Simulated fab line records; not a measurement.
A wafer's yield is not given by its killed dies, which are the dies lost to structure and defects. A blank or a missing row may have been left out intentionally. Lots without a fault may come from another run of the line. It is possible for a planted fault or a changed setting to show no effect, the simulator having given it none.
Split-lot study -- flow n5 finfet -- route with 1938 steps; 7 lots, 21 wafers read

## SPLIT DETAILS
At N5_BEOL_M11_TRENCH_ETCH_37 (etches SiCOH lowk in C4F6/O2, target depth 148.83 nm, time 48 s), the setting time s was moved away from the recipe's 48 s on 9 of the 21 wafers read, by +5.9% to +21.7%. The other wafers ran this setting at the recipe's value.

## FROM THE SPLIT TO THE READING: what the file shows between them, 12 steps
- N5_BEOL_M11_ETCH_41: etches SiCN in CH3F/O2, target depth 42.6 nm, time 86 s
- N5_BEOL_M11_STRIP_77: strips in N2/H2, time 10 s
- N5_BEOL_M11_OCD_MEAS_38
- N5_BEOL_M11_DEGAS_44: time 60 s (also split here: temp c)
- N5_BEOL_M11_PRE_CLEAN_45: time 30 s
- N5_BEOL_M11_ALD_74: deposits TaN, target thk 2 nm, pulse time 2 s, purge time 3 s
- N5_BEOL_M11_ECD_50: material Cu, target thk 318 nm
- N5_BEOL_M11_ANNEAL_51: time 90 s
- N5_BEOL_M11_CMP_52: polishes, stops on SiCOH lowk, t overpolish 7 s, target thk 140 nm
- N5_BEOL_M11_THK_MEAS_53: measures by xrf
- N5_BEOL_M11_PRE_CLEAN_55: time 15 s
- N5_BEOL_M11_DEP_56: deposits SiCN from 3MS/NH3, target thk 30 nm, time 10.5 s

## THE READING
At N5_BEOL_M11_RS_MEAS_57, a four-point-probe measurement gives M11_RS in ohm/sq. Typical for fault-free wafers on this fab line: 0.152 ohm/sq, with standard deviation 0.0039 ohm/sq.

wafer,"tool, chamber at the split","time s as run, s",against the recipe,"M11_RS, ohm/sq",against lot-mates on the recipe
L075.2,"rie diel-05, 1",48,recipe,0.150,-
L075.5,"rie diel-05, 3",48,recipe,0.151,-
L075.6,"rie diel-05, 2",48,recipe,0.149,-
L076.2,"rie diel-05, 3",48,recipe,0.155,-
L076.5,"rie diel-05, 1",48,recipe,0.150,-
L076.6,"rie diel-05, 3",48,recipe,0.152,-
L078.1,"rie diel-06, 2",48,recipe,0.152,-
L078.3,"rie diel-06, 3",50.83,+5.9%,0.146,-0.006
L078.6,"rie diel-06, 2",50.83,+5.9%,0.141,-0.011
L081.1,"rie diel-06, 3",48,recipe,0.156,-
L081.4,"rie diel-06, 3",53.38,+11.2%,0.138,-0.016
L081.6,"rie diel-06, 2",48,recipe,0.153,-
L085.1,"rie diel-05, 0",48,recipe,0.149,-
L085.3,"rie diel-05, 3",52.37,+9.1%,0.138,-0.011
L085.6,"rie diel-05, 3",52.37,+9.1%,0.137,-0.012
L096.1,"rie diel-06, 2",58.42,+21.7%,0.122,-0.028
L096.3,"rie diel-06, 3",58.42,+21.7%,0.128,-0.022
L096.4,"rie diel-06, 0",48,recipe,0.150,-
L097.2,"rie diel-05, 3",48,recipe,0.151,-
L097.3,"rie diel-05, 1",52.59,+9.6%,0.134,-0.017
L097.6,"rie diel-05, 1",52.59,+9.6%,0.134,-0.017

THE FIT
A straight line over all 21 wafers: M11_RS changes by -0.0013 ohm/sq for each +1% of time s; r = -0.96; the points scatter about the line by 0.0028 ohm/sq.
The same after taking each lot's own level away (the mean of its wafers on the recipe; 21 wafers): -0.00124 ohm/sq for each +1%; r = -0.96; scatter 0.0024 ohm/sq.
Per that fit: largest time s move, reading shift of 0.027 ohm/sq.
The span of the lots' own levels, 0.1490 to 0.1545 ohm/sq, comes to 1.4 times the standard deviation stated above.
Hence the lot-to-lot level has little effect on the slope; both slopes agree.
Check: with one of the wafers moved furthest among these (+21.7%) left out of the fit, the line predicts -0.0273 ohm/sq for it against its lot-mates. It came out at -0.028 ohm/sq against them.

## THE OTHER SPLITS THESE WAFERS WENT THROUGH
Note: prior to the reading, these wafers also went through further splits. Each is held against what the fit with the lots' levels taken away leaves over:
other split on the same wafers,wafers away from the commonest value,r with M11_RS (lot level and that fit taken away)
N5_BEOL_M10_ALD_74 ald cycles,6,-0.33
N5_BEOL_M11_DEGAS_44 temp c,9,+0.34

## THE WHOLE CHAIN: every reading that the file lists as answering this split, in the file's order
step,what it does,reading,change (the file's fit),r (the file's)
N5_BEOL_M11_TRENCH_ETCH_37,"etches SiCOH lowk in C4F6/O2, target depth 148.83 nm, time 48 s","BEOL_M11.feature depth nm (the simulator's own value, which no gauge read)",+1.31 nm for each +1% of the setting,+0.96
N5_BEOL_M11_TRENCH_ETCH_37,"etches SiCOH lowk in C4F6/O2, target depth 148.83 nm, time 48 s","etch.depth nm (the simulator's own value, which no gauge read)",+1.31 nm for each +1% of the setting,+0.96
N5_BEOL_M11_OCD_MEAS_38,,trench depth nm,+1.32 nm for each +1% of the setting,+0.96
N5_BEOL_M11_CMP_52,"polishes, stops on SiCOH lowk, t overpolish 7 s, target thk 140 nm","Cu_of_BEOL_M11_ECD_50.thk nm (the simulator's own value, which no gauge read)",+1.26 nm for each +1% of the setting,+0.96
N5_BEOL_M11_THK_MEAS_53,measures by xrf,M11_THK,+1.3 for each +1% of the setting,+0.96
N5_BEOL_M11_RS_MEAS_57,measures by four-point-probe,M11_RS,-0.0013 for each +1% of the setting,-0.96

## THE FILE'S OWN FIT
M11_RS changes by -0.0013 ohm/sq for each +1% of time s, r = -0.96.
